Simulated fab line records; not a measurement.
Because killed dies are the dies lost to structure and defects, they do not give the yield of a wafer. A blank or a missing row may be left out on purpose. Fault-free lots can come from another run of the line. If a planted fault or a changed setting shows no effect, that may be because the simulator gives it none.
The tool behind it: which one? -- flow nand_harc -- 13 lots with 39 wafers sampled at 3 steps, on a route of 1302 steps

## WHAT EACH GAUGE READ, for each wafer
NHARC_A_SLIT_INSPECT_11. Usual: raw_defect_count at 61, with a standard deviation of 23.
lot,measured,on,raw_defect_count,flag
L600,day 20 04:23,defect_inspect-01,103 111 107,
L602,day 20 12:49,defect_inspect-02,71 59 59,
L601,day 20 12:58,defect_inspect-02,58 50 56,
L599,day 20 13:07,defect_inspect-02,18 20 13,
L603,day 21 07:34,defect_inspect-02,65 82 70,
L607,day 22 13:21,defect_inspect-02,69 76 80,
L612,day 25 20:59,defect_inspect-02,74 94 84,
L615,day 26 00:19,defect_inspect-01,51 55 69,
L616,day 27 01:35,defect_inspect-01,72 58 63,
L619,day 27 23:24,defect_inspect-02,21 26 24,
L620,day 28 07:06,defect_inspect-02,61 56 65,
L621,day 29 08:58,defect_inspect-01,84 78 90,
L622,day 29 14:54,defect_inspect-01,38 21 36,

NHARC_A_SIN_REMOVE_INSPECT_04. Usual: raw_defect_count at 390, with a standard deviation of 100.
lot,measured,on,raw_defect_count,flag
L600,day 20 16:41,defect_inspect-02,348 391 483,
L602,day 21 02:01,defect_inspect-02,402 370 321,
L601,day 21 02:03,defect_inspect-02,259 262 375,
L599,day 21 05:41,defect_inspect-02,292 352 318,
L603,day 21 20:31,defect_inspect-01,304 558 496,
L607,day 23 01:00,defect_inspect-01,343 305 329,
L612,day 26 13:27,defect_inspect-02,420 638 530,
L615,day 26 17:14,defect_inspect-02,406 534 470,
L616,day 27 23:29,defect_inspect-01,505 589 543,
L619,day 28 13:36,defect_inspect-02,368 320 304,
L620,day 28 22:56,defect_inspect-01,371 316 467,
L621,day 29 22:00,defect_inspect-02,390 294 340,
L622,day 30 06:00,defect_inspect-02,264 275 333,

## WHICH TOOL RAN EACH LOT (tool, then ch and the chambers of the sampled wafers, then the start)
lot,NHARC_A_SLIT_DESCUM_14
L600,"rie_diel-11 ch 0,1,3, day 20 04:28"
L602,"rie_diel-06 ch 0,2, day 20 12:53"
L601,"rie_diel-02 ch 0,1,2, day 20 13:03"
L599,"rie_diel-02 ch 1,2, day 20 13:11"
L603,"rie_diel-02 ch 0,2, day 21 07:38"
L607,"rie_diel-02 ch 1,2,3, day 22 13:25"
L612,"rie_diel-11 ch 0,2,3, day 25 21:03"
L615,"rie_diel-06 ch 0,2,3, day 26 00:22"
L616,"rie_diel-11 ch 0,1, day 27 01:38"
L619,"rie_diel-02 ch 0,2,3, day 27 23:28"
L620,"rie_diel-06 ch 0,1,3, day 28 07:10"
L621,"rie_diel-11 ch 0,1,3, day 29 09:02"
L622,"rie_diel-11 ch 1,2,3, day 29 14:58"
- NHARC_A_SLIT_DESCUM_14: chemistry O2, time 3 s.

## WHAT THE TOOLS THEMSELVES READ (means of the sampled wafers that have a number; where no wafer has one, the mark that the record gives instead)
NHARC_A_SLIT_DESCUM_14. Usual: drypump_motor_current_A 5.7 A, standard deviation 0.42; oes_product_au 0.996 a.u., standard deviation 0.011; rf_vpp_V 57.6 V, standard deviation 0.88; showerhead_plenum_p_Torr 1.88 Torr, standard deviation 0.059; throttle_valve_pct 11.310 %, standard deviation 0.0098.
lot,tool,drypump_motor_current_A (A),oes_product_au (a.u.),rf_vpp_V (V),showerhead_plenum_p_Torr (Torr),throttle_valve_pct (%),flag
L600,rie_diel-11,5.6,1.000,57.2,1.89,11.299,
L602,rie_diel-06,5.5,1.002,57.7,1.85,11.315,
L601,rie_diel-02,5.5,1.009,57.7,1.85,11.312,
L599,rie_diel-02,5.2,1.002,57.7,1.85,11.310,
L603,rie_diel-02,5.2,1.010,57.6,1.80,11.314,
L607,rie_diel-02,5.7,0.999,57.8,1.86,11.306,
L612,rie_diel-11,5.9,0.995,57.7,1.91,11.298,
L615,rie_diel-06,5.8,1.000,58.0,1.91,11.313,
L616,rie_diel-11,5.6,1.009,57.1,1.89,11.303,
L619,rie_diel-02,5.7,0.990,57.4,1.81,11.313,
L620,rie_diel-06,5.6,0.994,57.8,1.91,11.308,
L621,rie_diel-11,5.6,0.995,57.2,1.89,11.316,
L622,rie_diel-11,5.7,1.001,57.1,1.91,11.302,

## THE ANSWER, worked out from the rows above alone
Rule: a lot is off if the mean of its wafers that have a number lies more than 3 standard deviations from the usual mean. Also off: a lot with no number at a reading for which 4 or more lots have one. Any other lot the step has rows for is counted as sound. After the gauges, taken in route order, come the tools' own readings; for these a lot's mean is taken, as printed above. The first step at which some lot is off is used, and at that step the reading that is off furthest; a lot without a number counts as furthest.
Across all readings shown, no lot is off: no conclusion can be drawn from this.

## WHAT WAS PUT IN BY THE SIMULATOR
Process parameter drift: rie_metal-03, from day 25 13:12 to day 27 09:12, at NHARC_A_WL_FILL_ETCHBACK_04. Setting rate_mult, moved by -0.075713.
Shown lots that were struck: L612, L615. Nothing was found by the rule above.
